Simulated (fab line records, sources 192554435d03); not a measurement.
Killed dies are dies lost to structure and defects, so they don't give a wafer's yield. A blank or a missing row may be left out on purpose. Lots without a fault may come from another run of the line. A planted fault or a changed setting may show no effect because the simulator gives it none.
A struck lot beside a sound one | flow n5_finfet | 37 steps out of a route of 1938
Sound: wafers L326.1, L326.4, L326.6. Struck: wafers L315.1, L315.4. (L315.2 of the same lot was not struck and is left out.) The cause comes at the end.
At each step with rows: each side's tool, then ch and its chambers, then its first start. Under that, the readings that differ: sound wafers | struck wafers | difference of the means | sigmas: that difference in standard deviations of wafers without a fault.
alike: readings whose means differ by less than 2 such deviations, and words and numbers that are the same on both sides. not compared: withheld readings, readings that some wafer has no value for, bounds like >300 that may hide the same value, and numbers for which the record gives no deviation and whose values overlap.
The two part at a step that has a row with sigmas, a row that says differs or no value, or rows on one side only. Numbers that don't overlap but have no deviation are shown without sigmas and don't part them. A reading that every wafer of one side lacks parts them only if that side has two wafers or more.

first, 9 steps without rows for these wafers: N5_BEOL_M4_ANNEAL_95 (time 240 s); N5_BEOL_M4_SPUTTER_96 (material Cu, target thk 4.5 nm, time 8.29 s); N5_BEOL_M4_ECD_50 (material Cu, target thk 300 nm); N5_BEOL_M4_ANNEAL_51 (time 90 s); N5_BEOL_M4_CMP_52 (polishes, stops on SiOC, t overpolish 6.8 s, target thk 40 nm); N5_BEOL_M4_PRE_CLEAN_60 (time 15 s); N5_BEOL_M4_CO_CAP_55 (material Co, precursor CCTBA/H2, target thk 2 nm, time 102.1 s); N5_BEOL_M4_PRE_CLEAN_56 (time 15 s); N5_BEOL_M4_DEP_57 (deposits SiCN from 3MS/NH3, target thk 8 nm, time 14 s).
N5_BEOL_M4_RC_MEAS_101:
  sound on prober-02 ch 0, day 15 19:31; struck on prober-02 ch 0, day 13 22:44
  reading       | sound          | struck    | difference | sigmas
  DIBL_N (mV/V) | 32.8 38.0 34.9 | 41.7 38.4 | +4.8       | +2
  DIBL_P (mV/V) | 31 37 34       | 42 39     | +6         | +2
  SS_N (mV/dec) | 70.1 71.4 70.3 | 73.6 72.8 | +2.6       | +3
  SS_P (mV/dec) | 72.3 73.5 73.2 | 75.0 74.8 | +1.9       | +2
  alike: IOFF_N, IOFF_P, ION_N, ION_P, VT_N, VT_P
then, 24 steps without rows for these wafers: N5_BEOL_M5_ILD_DEP_00 (deposits SiCOH lowk from DEMS/porogen, target thk 140.64 nm, time 25.9 s); N5_BEOL_M5_CURE_79 (cures SiCOH lowk, time 240 s); N5_BEOL_M5_PECVD_70 (deposits SiO2 from TEOS/O2, target thk 16 nm, time 18 s); N5_BEOL_M5_HM_DEP_02 (deposits TiN, target thk 20 nm); N5_BEOL_M5_COAT_59 (time 60 s, resist thk 60 nm); N5_BEOL_M5_COAT_60 (time 60 s, resist thk 12 nm); N5_BEOL_M5_COAT_71 (time 60 s, resist thk 5 nm); N5_BEOL_M5_COAT_05 (resist thk 30 nm); N5_BEOL_M5_EBR_07; N5_BEOL_M5_SOFTBAKE_06 (time 60 s); N5_BEOL_M5_EXPOSE_08 (exposes mask M5, target cd 28 nm); N5_BEOL_M5_PEB_09 (peb time 60 s); N5_BEOL_M5_DEVELOP_10 (develop time 30 s); N5_BEOL_M5_DESCUM_16 (chemistry O2, time 7 s); N5_BEOL_M5_ETCH_72 (etches underlayer in N2/H2, target depth 6.5 nm, time 5.2 s); N5_BEOL_M5_ETCH_61 (etches SiARC in CF4, target depth 15.6 nm, time 26 s); N5_BEOL_M5_ETCH_62 (etches SOC in N2/H2, target depth 75 nm, overetch 15 nm, time 112.5 s); N5_BEOL_M5_STRIP_63 (strips in N2/H2); N5_BEOL_M5_STRIP_73 (strips in N2/H2); N5_BEOL_M5_STRIP_64 (strips in CF4); N5_BEOL_M5_HM_OPEN_17 (chemistry Cl2/BCl3, target TiN, target depth 20 nm, overetch 6 nm); N5_BEOL_M5_STRIP_19 (strips in O2); N5_BEOL_M5_COAT_65 (time 60 s, resist thk 60 nm); N5_BEOL_M5_COAT_66 (time 60 s, resist thk 12 nm).
N5_BEOL_M6_HM_OPEN_17: chemistry Cl2/BCl3, target TiN, target depth 20 nm, overetch 6 nm.
  sound on rie_metal-01 ch 1, day 16 18:06; struck on rie_metal-01 ch 0, day 14 15:04
  reading                                  | sound             | struck      | difference | sigmas
  model.SOC_of_BEOL_M6_COAT_59.thk_nm (nm) | 92.4 92.6 92      | 94.4 94.4   | +2.1       |
  model.etch.depth_nm (nm)                 | 19.83 20.23 20.15 | 18.49 18.52 | -1.57      |
  alike: drypump_motor_current_A, oes_product_au, throttle_valve_pct
  not compared: rf_hours_counter_h
N5_BEOL_M6_OCD_MEAS_38:
  sound on ocd-02, day 16 21:03; struck on ocd-01, day 14 16:07
  reading              | sound          | struck    | difference | sigmas
  trench_depth_nm (nm) | 92.8 96.0 92.9 | 73.2 78.5 | -18.1      | -8
-- the record jumps here: 4 days lie between the struck wafers' starts before and after (it left off in module BEOL_M6 and takes up again in module PASSIVATION, whose first step shown is number 1936 of the route) --
N5_PASSIVATION_PROBE_49:
  sound on prober-02, day 21 11:31; struck on prober-02, day 18 22:13
  reading                  | sound          | struck    | difference | sigmas
  defect_limited_yield (%) | 90.1 89.4 92.3 | 67.3 70.8 | -21.5      | -13
  killed_at_M0_to_M3       | 24 22 11       | 40 54     | +28        | +3
  killed_at_M4_up          | 18 17 20       | 280 232   | +238       | +42
  killed_dies              | 117 125 91     | 386 345   | +254       | +13
  killed_on_rim            | 10 13 14       | 16 26     | +9         | +2
  sort_bin_5_function (%)  | 6.3 6.6 5.3    | 28.7 25.0 | +20.8      | +21
  sort_n_pass              | 1063 1055 1089 | 792 835   | -256       | -13
  sort_yield_pct (%)       | 90.1 89.4 92.3 | 67.1 70.8 | -21.7      | -13
  alike: killed_at_contacts, killed_at_front_end, killed_at_other, killed_open, killed_short, sort_bin_4_leakage, sort_bin_6_memory

WHERE THEY PART
First at N5_BEOL_M4_RC_MEAS_101; last, within this record, at N5_PASSIVATION_PROBE_49.

WHY: what the simulator had put in
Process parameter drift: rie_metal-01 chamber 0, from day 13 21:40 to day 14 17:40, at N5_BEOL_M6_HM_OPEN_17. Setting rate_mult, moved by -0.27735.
